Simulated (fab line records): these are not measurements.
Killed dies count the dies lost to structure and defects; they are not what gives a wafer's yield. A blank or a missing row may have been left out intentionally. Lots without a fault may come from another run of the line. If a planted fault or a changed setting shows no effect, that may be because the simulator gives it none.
Split-lot trial ; flow n5Finfet ; 21 wafers read from 7 lots, route of 1938 steps

## THE SPLIT ITSELF
At N5_BEOL_M9_COAT_05 (resist thk 90 nm), the setting spinRpm was moved away from the recipe's 1500 rpm on 9 of the 21 wafers read, by -9.6% to +9.9%. This setting was run at the recipe's value on the other wafers.

The split's own step is where the reading is taken.

## THE READING
CAR-ArF_of_BEOL_M9_COAT_05.thkNm (the simulator's own value, which no gauge read), in nm, at N5_BEOL_M9_COAT_05 (resist thk 90 nm). There is no usual value for it anywhere in the file. Here, 12 wafers ran the recipe; their average is 90.1 nm with a standard deviation of 0.22 nm.

wafer;tool, chamber at the split;spinRpm as run, rpm;against the recipe;CAR-ArF_of_BEOL_M9_COAT_05.thkNm, nm;against lot-mates on the recipe
L074.1;lithoTrack-03, 0;1500;recipe;90;-
L074.2;lithoTrack-03, 0;1500;recipe;89.8;-
L074.3;lithoTrack-03, 0;1649;+9.9%;85.6;-4.3
L076.1;lithoTrack-04, 0;1586;+5.7%;87.6;-2.5
L076.5;lithoTrack-04, 0;1500;recipe;90.2;-
L076.6;lithoTrack-04, 0;1500;recipe;90;-
L080.2;lithoTrack-02, 0;1608;+7.2%;86.8;-3.2
L080.4;lithoTrack-02, 0;1500;recipe;90;-
L080.5;lithoTrack-02, 0;1500;recipe;90;-
L090.2;lithoTrack-02, 0;1359;-9.4%;94.8;+4.4
L090.3;lithoTrack-02, 0;1359;-9.4%;94.8;+4.4
L090.4;lithoTrack-02, 0;1500;recipe;90.4;-
L092.1;lithoTrack-04, 0;1500;recipe;90.6;-
L092.2;lithoTrack-04, 0;1416;-5.6%;93.2;+2.7
L092.6;lithoTrack-04, 0;1500;recipe;90.4;-
L089.2;lithoTrack-02, 0;1500;recipe;90;-
L089.4;lithoTrack-02, 0;1500;recipe;90;-
L089.6;lithoTrack-02, 0;1500;recipe;90.2;-
L093.2;lithoTrack-03, 0;1356;-9.6%;94.8;no lot-mate on the recipe
L093.3;lithoTrack-03, 0;1356;-9.6%;94.8;no lot-mate on the recipe
L093.6;lithoTrack-03, 0;1356;-9.6%;94.8;no lot-mate on the recipe

THE FIT
A straight line over all 21 wafers: CAR-ArF_of_BEOL_M9_COAT_05.thkNm changes by -0.48 nm for each +1% of spinRpm; r = -1.00; the points scatter about the line by 0.21 nm.
The same after taking each lot's own level away (the mean of its wafers on the recipe; 18 wafers): -0.454 nm for each +1%; r = -1.00; scatter 0.1 nm.
That fit puts the effect of the largest move of spinRpm on the reading at 4.5 nm.
The lots' own levels span 89.90 to 90.50 nm, that is 2.7 times the standard deviation above.
The two slopes are in agreement: the lot-to-lot level therefore moves the slope only a little.
Check: -4.54 nm against its lot-mates is what the line predicts for one of the wafers moved furthest among these (+9.9%) when that wafer is left out of the fit. Against them it came out at -4.3 nm.

## THESE WAFERS: OTHER SPLITS
Other splits were also applied to these wafers ahead of the reading. Each is held against what the fit with the lots' levels taken away leaves over:
other split on the same wafers;wafers away from the commonest value;r with CAR-ArF_of_BEOL_M9_COAT_05.thkNm (lot level and that fit taken away)
N5_BEOL_M8_COAT_22 spinRpm;7;-0.49
N5_BEOL_M8_DESCUM_33 timeS;5;-0.10
N5_BEOL_M9_ILD_DEP_00 timeS;6;-0.14

## THE FILE'S OWN FIT
CAR-ArF_of_BEOL_M9_COAT_05.thkNm changes by -0.451 nm for each +1% of spinRpm, r = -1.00.
